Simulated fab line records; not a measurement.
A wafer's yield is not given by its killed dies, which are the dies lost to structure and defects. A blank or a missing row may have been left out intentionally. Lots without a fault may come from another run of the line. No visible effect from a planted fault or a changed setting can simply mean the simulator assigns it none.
Matching of chambers	flow n5Finfet	N5_DUMMY_GATE_ETCH_32 on rieSi-05: 4 sister chambers
The step etches SiO2 in CF4, target depth 3.5 nm, time 3.9 s. 18 wafers are shown with their chamber, then 9 later ones without.

== EACH WAFER AND ITS CHAMBER ==
wafer	chamber	drypumpMotorCurrentA (A)	throttleValvePct (%)	oesProductAu (a.u.)
L076.1	0	6.5	21.0	0.991
L076.4	1	5.2	22.1	0.982
L076.5	0	6.5	21.0	0.985
L077.1	1	5.3	22.1	0.986
L077.4	3	5.8	21.7	0.979
L077.6	3	5.9	21.7	0.975
L079.1	1	5.3	22.0	0.991
L079.2	0	6.5	21.1	0.996
L079.3	2	6.2	21.4	1.022
L082.3	2	6.2	21.4	1.009
L082.4	1	5.3	22.0	0.986
L082.6	0	6.4	21.0	0.995
L084.2	3	5.9	21.8	0.974
L084.3	1	5.3	22.1	0.981
L084.4	0	6.4	21.1	1.000
L087.1	2	6.2	21.4	1.018
L087.4	1	5.2	22.1	1.002
L087.5	0	6.5	21.1	0.989

SIGNATURES, as means of the wafers listed above
reading	chamber 0	chamber 1	chamber 2	chamber 3	scatter within a chamber
drypumpMotorCurrentA	6.467	5.267	6.200	5.867	0.0488
throttleValvePct	21.050	22.067	21.400	21.733	0.05
oesProductAu	0.99267	0.98800	1.01633	0.97600	0.00624
Rule: for each reading, subtract the chamber's mean from the wafer's reading, divide by that reading's scatter and square the result; add these up over the readings and take the root, which gives the wafer's distance from the chamber. If the next closest chamber is less than 2 further off than the closest, the wafer can't be placed; otherwise it belongs to the closest. The scatter: the root of (the sum of the squares of (reading less its chamber's mean) over the shown wafers, divided by (wafers less chambers)).

== WAFERS WITHOUT THEIR CHAMBER ==
wafer	drypumpMotorCurrentA (A)	throttleValvePct (%)	oesProductAu (a.u.)
L093.1	5.2	22.1	0.977
L093.4	5.8	21.8	0.987
L093.6	6.4	21.0	0.985
L094.2	5.3	22.0	0.984
L094.4	6.5	21.1	0.981
L094.5	5.9	21.7	0.985
L095.3	5.3	22.1	0.976
L095.5	6.5	21.1	0.988
L095.6	5.3	22.1	0.984

== CHAMBER TAKEN BY EACH ==
wafer	from the rows above	in truth
L093.1	1	1
L093.4	3	3
L093.6	0	0
L094.2	1	1
L094.4	0	0
L094.5	3	3
L095.3	1	1
L095.5	0	0
L095.6	1	1
Correctly placed: 9 of 9. Number that these rows cannot place: 0. Number placed wrongly: 0.
